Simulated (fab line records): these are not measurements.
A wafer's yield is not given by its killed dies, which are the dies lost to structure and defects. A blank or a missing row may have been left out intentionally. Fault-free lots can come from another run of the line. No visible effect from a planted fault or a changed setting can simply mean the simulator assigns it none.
Struck lot and sound lot, side by side	flow n5-finfet	15 steps out of a route of 1938
Sound: the wafers L119.4, L119.5, L119.6. Struck: wafer L110.2. (L110.4, L110.6 of the same lot were not struck and are left out.) The cause comes at the end.
Each step with rows lists, per side, the tool, then ch with its chambers, then its first start. Under that, the readings that differ: sound wafers	struck wafers	difference of the means	sigmas: that difference in standard deviations of wafers without a fault.
alike: words and numbers the same on both sides, and readings whose means are apart by under 2 such deviations; not compared: readings that were withheld, readings missing a value for some wafer, numbers with overlapping values and no deviation given by the record, and bounds like >300 which may hide the same value.
A row with sigmas, a row that says differs or no value, or rows on one side alone: a step with any of these is where the two part. Non-overlapping numbers with no deviation appear without sigmas and do not part them. Lack of a reading on every wafer of one side parts them only where that side has two or more wafers.

first, 7 steps without rows for these wafers: N5_BEOL_M6_COAT_60 (time 60 s, resist thk 35 nm); N5_BEOL_M6_COAT_05 (resist thk 90 nm); N5_BEOL_M6_EBR_07; N5_BEOL_M6_SOFTBAKE_06 (time 60 s); N5_BEOL_M6_EXPOSE_08 (exposes mask M6); N5_BEOL_M6_PEB_09 (peb time 60 s); N5_BEOL_M6_DEVELOP_10 (develop time 30 s).
N5_BEOL_M6_CD_MEAS_11: target cd 38.5 nm.
  sound on cd-sem-02 ch 0, day 13 14:47; struck on cd-sem-01 ch 0, day 11 01:07
  alike: cd-nm
N5_BEOL_M6_OVL_MEAS_12:
  sound on overlay-01 ch 0, day 13 14:49; struck on overlay-01 ch 0, day 11 01:09
  alike: M6_OVL
N5_BEOL_M6_INSPECT_13: inspects for defects (brightfield).
  struck on defect-inspect-01, day 11 01:10; sound on defect-inspect-02, day 13 14:50
  alike: raw-defect-count
N5_BEOL_M6_DESCUM_16: chemistry O2, time 7.9 s.
  sound on rie-diel-06 ch 0,1,3, day 13 15:19; struck on rie-diel-02 ch 1, day 11 01:12
  alike: drypump-motor-current-A, o2-flow-sccm, oes-product-au, rf-vpp-V, showerhead-plenum-p-Torr, throttle-valve-pct
  not compared: rf-hours-counter-h
N5_BEOL_M6_ETCH_61: etches SiARC in CF4, target depth 45.5 nm, time 75.8 s.
  sound on rie-diel-06 ch 0,1,3, day 13 15:21; struck on rie-diel-02 ch 1, day 11 01:14
  alike: drypump-motor-current-A, etch-rf-on-time-s, oes-product-au, rf-vpp-V, showerhead-plenum-p-Torr, throttle-valve-pct
  not compared: rf-hours-counter-h
N5_BEOL_M6_ETCH_62: etches SOC in N2/H2, target depth 110 nm, overetch 22 nm, time 165 s.
  sound on rie-diel-06 ch 0,1,3, day 13 15:25; struck on rie-diel-02 ch 1, day 11 01:17
reading	sound	struck	difference	sigmas
oes-product-au (a.u.)	0.64 0.60 0.69	0.81	+0.17	+4
model.SiARC_of_BEOL_M6_COAT_60.thk-nm (nm)	28.2 28.2 28.6	29.8	+1.5	
  alike: drypump-motor-current-A, h2-flow-sccm, rf-vpp-V, showerhead-plenum-p-Torr, throttle-valve-pct
  not compared: rf-hours-counter-h
then, 2 steps without rows for these wafers: N5_BEOL_M6_STRIP_68 (strips in N2/H2); N5_PASSIVATION_PROBE_49.

WHERE THEY PART
N5_BEOL_M6_ETCH_62 only, going by this record.

WHY: what had been put in by the simulator
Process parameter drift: rie-diel-02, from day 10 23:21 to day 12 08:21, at N5_BEOL_M6_ETCH_62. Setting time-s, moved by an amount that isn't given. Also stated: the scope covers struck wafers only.
